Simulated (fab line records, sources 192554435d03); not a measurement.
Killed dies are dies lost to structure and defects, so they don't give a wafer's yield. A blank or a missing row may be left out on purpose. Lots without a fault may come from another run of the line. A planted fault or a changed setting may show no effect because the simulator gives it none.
Which tool did it? | flow n5_finfet | 10 lots, 30 wafers sampled, at 5 steps of a route of 1938

WHAT THE GAUGES READ, wafer by wafer
N5_DUMMY_GATE_CD_MEAS_50: target cd 14 nm. Usual: cd_nm 14.2 nm, standard deviation 0.33.
lot  | measured    | on        | cd_nm (nm)     | flag
L711 | day 2 23:08 | cd_sem-01 | 13.8 14.3 14.1 |
L720 | day 5 05:07 | cd_sem-03 | 14.5 14.5 14.0 |
L721 | day 5 10:52 | cd_sem-01 | 14.4 14.5 14.4 |
L722 | day 5 19:25 | cd_sem-03 | 14.2 14.7 14.0 |
L723 | day 5 23:47 | cd_sem-03 | 14.2 14.0 14.3 |
L724 | day 6 05:17 | cd_sem-03 | 14.6 14.5 14.0 |
L725 | day 6 10:44 | cd_sem-01 | 14.1 14.6 14.4 |
L728 | day 7 08:07 | cd_sem-03 | 14.1 13.7 13.9 |
L732 | day 8 05:31 | cd_sem-01 | 14.2 13.9 14.2 |
L734 | day 8 17:48 | cd_sem-01 | 14.2 14.4 13.9 |

N5_DUMMY_GATE_INSPECT_27: inspects for defects (brightfield). Usual: raw_defect_count 305, standard deviation 92.
lot  | measured    | on                | raw_defect_count | flag
L711 | day 2 23:55 | defect_inspect-01 | 281 229 457      |
L720 | day 5 06:13 | defect_inspect-01 | 140 209 224      |
L721 | day 5 11:39 | defect_inspect-02 | 318 656 388      |
L722 | day 5 20:24 | defect_inspect-02 | 261 354 308      |
L723 | day 6 00:34 | defect_inspect-02 | 392 405 452      |
L724 | day 6 06:05 | defect_inspect-02 | 210 278 359      |
L725 | day 6 11:31 | defect_inspect-01 | 300 334 232      |
L728 | day 7 08:53 | defect_inspect-01 | 216 399 367      |
L732 | day 8 06:21 | defect_inspect-02 | 335 149 290      |
L734 | day 8 18:35 | defect_inspect-01 | 336 256 374      |

N5_BEOL_M4_RC_MEAS_101. Usual: DIBL_N 35.9 mV/V, standard deviation 1.4; DIBL_P 35.9 mV/V, standard deviation 1.7; IOFF_N 0.160 nA/um, standard deviation 0.026; IOFF_P 0.21 nA/um, standard deviation 0.036; ION_N 672 uA/um, standard deviation 11; ION_P 461 uA/um, standard deviation 8.1; SS_N 71.4 mV/dec, standard deviation 0.54; SS_P 73.2 mV/dec, standard deviation 0.67; VT_N 249.3 mV, standard deviation 2.7; VT_P -250 mV, standard deviation 3.9.
lot  | measured     | on        | DIBL_N (mV/V)  | DIBL_P (mV/V)  | IOFF_N (nA/um)    | IOFF_P (nA/um) | ION_N (uA/um) | ION_P (uA/um) | SS_N (mV/dec)  | SS_P (mV/dec)  | VT_N (mV)         | VT_P (mV)      | flag
L711 | day 7 17:38  | prober-01 | 35.5 34.1 34.8 | 35.6 33.7 34.4 | 0.172 0.148 0.159 | 0.26 0.23 0.24 | 685 678 681   | 473 478 474   | 71.3 71.3 71.0 | 73.5 73.0 72.9 | 250.0 248.9 248.9 | -243 -246 -244 |
L723 | day 11 10:02 | prober-02 | 38.3 35.8 36.1 | 39.4 36.3 36.8 | 0.204 0.158 0.169 | 0.25 0.20 0.21 | 676 686 687   | 464 466 463   | 72.0 71.6 71.7 | 73.9 72.9 72.5 | 243.8 248.7 245.5 | -250 -250 -251 |
L724 | day 11 10:28 | prober-01 | 37.2 33.9 36.1 | 37.7 32.7 35.5 | 0.182 0.125 0.163 | 0.26 0.18 0.21 | 679 672 674   | 476 458 461   | 71.4 71.0 71.4 | 73.8 72.8 73.1 | 245.9 253.8 249.0 | -247 -249 -250 |
L725 | day 11 14:25 | prober-01 | 35.7 35.4 36.0 | 36.0 35.7 36.0 | 0.171 0.163 0.169 | 0.24 0.23 0.24 | 692 673 684   | 476 466 470   | 71.6 71.1 72.0 | 72.6 72.9 72.7 | 245.1 247.9 247.9 | -247 -244 -246 |
L728 | day 11 21:24 | prober-02 | 37.7 38.6 36.4 | 38.0 38.5 36.7 | 0.194 0.223 0.178 | 0.29 0.30 0.26 | 690 675 681   | 478 467 474   | 71.5 71.7 71.2 | 73.4 74.1 72.9 | 245.4 243.9 244.9 | -244 -244 -244 |
L732 | day 13 03:45 | prober-02 | 40.2 35.4 37.4 | 39.1 34.9 37.0 | 0.228 0.132 0.165 | 0.27 0.19 0.22 | 677 672 682   | 468 462 465   | 72.5 70.7 71.2 | 74.4 72.5 73.3 | 246.0 252.0 247.7 | -248 -254 -249 |
L734 | day 14 04:16 | prober-02 | 36.1 35.0 38.2 | 36.2 35.4 39.4 | 0.149 0.136 0.190 | 0.18 0.17 0.24 | 665 678 675   | 456 459 462   | 71.0 70.9 71.5 | 72.9 73.7 74.2 | 252.6 253.1 249.5 | -253 -255 -248 |

WHICH TOOL RAN EACH LOT (tool, then ch and the chambers of the sampled wafers, then the start)
lot  | N5_DUMMY_GATE_ETCH_36             | N5_SPACER0_ALD_00
L711 | rie_diel-04 ch 0,1,2, day 2 22:52 | ald_sin-01 ch 0,3, day 3 03:00
L720 | rie_diel-02 ch 0,1, day 5 04:51   | ald_sin-04 ch 1,3, day 5 06:24
L721 | rie_diel-04 ch 2,3, day 5 10:37   | ald_sin-04 ch 0,2,3, day 5 11:50
L722 | rie_diel-02 ch 0,1,2, day 5 19:08 | ald_sin-03 ch 0,2,3, day 5 20:35
L723 | rie_diel-02 ch 2,3, day 5 23:31   | ald_sin-03 ch 0,3, day 6 00:45
L724 | rie_diel-03 ch 0,3, day 6 04:54   | ald_sin-03 ch 0,1,2, day 6 06:17
L725 | rie_diel-04 ch 0,1, day 6 10:28   | ald_sin-04 ch 2,3, day 6 11:43
L728 | rie_diel-03 ch 0,3, day 7 07:50   | ald_sin-03 ch 1,2, day 7 09:05
L732 | rie_diel-02 ch 0,1, day 8 05:14   | ald_sin-04 ch 0,1,2, day 8 07:10
L734 | rie_diel-02 ch 0,2,3, day 8 17:32 | ald_sin-03 ch 2,3, day 8 19:17
- N5_DUMMY_GATE_ETCH_36: etches SiARC in CF4, target depth 13 nm.
- N5_SPACER0_ALD_00: deposits SiOCN, target thk 3.5 nm, pulse time 3 s, purge time 2 s.

WHAT THE TOOLS THEMSELVES READ (means of the sampled wafers that have a number; where no wafer has one, the mark that the record gives instead)
N5_DUMMY_GATE_ETCH_36. Usual: drypump_motor_current_A 5.8 A, standard deviation 0.52; oes_product_au 0.80 a.u., standard deviation 0.092; rf_vpp_V 184.5 V, standard deviation 1.1; showerhead_plenum_p_Torr 2.18 Torr, standard deviation 0.057; throttle_valve_pct 15.54 %, standard deviation 0.29.
lot  | tool        | drypump_motor_current_A (A) | oes_product_au (a.u.) | rf_vpp_V (V) | showerhead_plenum_p_Torr (Torr) | throttle_valve_pct (%) | flag
L711 | rie_diel-04 | 5.9                         | 0.76                  | 183.9        | 2.20                            | 15.68                  |
L720 | rie_diel-02 | 5.2                         | 0.78                  | 184.5        | 2.14                            | 15.65                  |
L721 | rie_diel-04 | 5.7                         | 0.73                  | 185.3        | 2.20                            | 15.59                  |
L722 | rie_diel-02 | 5.7                         | 0.86                  | 184.0        | 2.16                            | 15.37                  |
L723 | rie_diel-02 | 6.6                         | 0.95                  | 186.2        | 2.25                            | 15.28                  |
L724 | rie_diel-03 | 5.8                         | 0.82                  | 185.6        | 2.19                            | 15.51                  |
L725 | rie_diel-04 | 6.1                         | 0.73                  | 185.6        | 2.19                            | 15.55                  |
L728 | rie_diel-03 | 5.8                         | 0.81                  | 184.4        | 2.18                            | 15.52                  |
L732 | rie_diel-02 | 5.2                         | 0.75                  | 183.8        | 2.13                            | 15.68                  |
L734 | rie_diel-02 | 6.1                         | 0.83                  | 185.0        | 2.19                            | 15.47                  |

N5_SPACER0_ALD_00. Usual: chamber_pressure_Torr 2.000 Torr, standard deviation 0.0041; heater_power_w 843 W, standard deviation 92; precursor_pulse_height_rel 0.998, standard deviation 0.021.
lot  | tool       | chamber_pressure_Torr (Torr) | heater_power_w (W) | precursor_pulse_height_rel | flag
L711 | ald_sin-01 | 2.002                        | 813                | 1.009                      |
L720 | ald_sin-04 | -                            | -                  | -                          | OFF
L721 | ald_sin-04 | -                            | -                  | -                          | OFF
L722 | ald_sin-03 | -                            | -                  | -                          | OFF
L723 | ald_sin-03 | 2.002                        | 849                | 1.003                      |
L724 | ald_sin-03 | 2.000                        | 802                | 0.988                      |
L725 | ald_sin-04 | 2.001                        | 1004               | 0.975                      |
L728 | ald_sin-03 | 2.001                        | 763                | 1.006                      |
L732 | ald_sin-04 | 2.001                        | 911                | 1.001                      |
L734 | ald_sin-03 | 2.006                        | 812                | 0.993                      |

THE ANSWER, worked out from the rows above alone
Rule: a lot is off if the mean of its wafers that have a number lies more than 3 standard deviations from the usual mean. A lot without any number at a reading at which 4 lots or more have one is off too. The other lots that the step has rows for count as sound. The gauges are gone through in route order, then the tools' own readings, and for those a lot's mean is taken as printed above. The first step at which some lot is off is used, and at that step the reading that is off furthest; a lot without a number counts as furthest.
Off: L720, L721, L722, at N5_SPACER0_ALD_00 (chamber_pressure_Torr). Without a number there: L720, L721, L722.
A tool fits if, at that step or a process step before it, it ran every lot that is off, and no sound lot after the first of them. None of those tried fits.

WHAT THE SIMULATOR HAD PUT IN
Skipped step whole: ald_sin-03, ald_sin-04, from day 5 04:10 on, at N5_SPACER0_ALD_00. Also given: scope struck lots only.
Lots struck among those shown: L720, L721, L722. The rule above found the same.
